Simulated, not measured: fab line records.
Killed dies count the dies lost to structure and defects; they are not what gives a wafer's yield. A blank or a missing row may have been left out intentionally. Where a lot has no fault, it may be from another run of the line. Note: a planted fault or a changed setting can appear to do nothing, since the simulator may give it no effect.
Matching of chambers    flow n5Finfet    N5_GATE_CUT_STRIP_59 on rieDiel-01: 4 sister chambers
The step strips in N2/H2, time 20 s. 8 wafers are shown with their chamber, then 9 later ones without.

EACH WAFER AND ITS CHAMBER
wafer   chamber  showerheadPlenumPTorr (Torr)  drypumpMotorCurrentA (A)
L079.4  0        3.16                          6.1
L079.5  2        3.48                          6.1
L082.6  2        3.48                          6.1
L083.4  1        3.28                          6.1
L083.5  0        3.16                          6.1
L091.2  3        3.52                          6.4
L091.3  1        3.27                          6.1
L091.4  3        3.53                          6.3

WAFERS WHOSE CHAMBER IS MISSING
wafer   showerheadPlenumPTorr (Torr)  drypumpMotorCurrentA (A)
L092.2  3.27                          6.1
L092.5  3.27                          6.2
L092.6  3.52                          6.4
L093.1  3.27                          6.1
L093.3  3.52                          6.3
L093.4  3.15                          6.1
L095.1  3.27                          6.2
L095.4  3.47                          6.1
L095.6  3.52                          6.4

WHICH CHAMBER EACH WENT THROUGH
wafer   from the rows above  in truth
L092.2  1                    1
L092.5  1                    1
L092.6  3                    3
L093.1  1                    1
L093.3  3                    3
L093.4  0                    0
L095.1  1                    1
L095.4  2                    2
L095.6  3                    3
9 of 9 placed correctly. Left unplaced by these rows: 0. Placed wrongly: 0.
How it was worked out, from the rows above alone: a wafer's distance from a chamber is the root of the sum, over the readings, of the square of ((its reading less the chamber's mean) divided by the reading's scatter). The wafer belongs to the nearest chamber; if the next one is less than 2 further off, it can't be placed. For every chamber, the mean is computed from those of its wafers that are shown. The scatter: take each reading less its chamber's mean, square it, sum over the shown wafers, divide by the number of wafers less the number of chambers, and take the root.
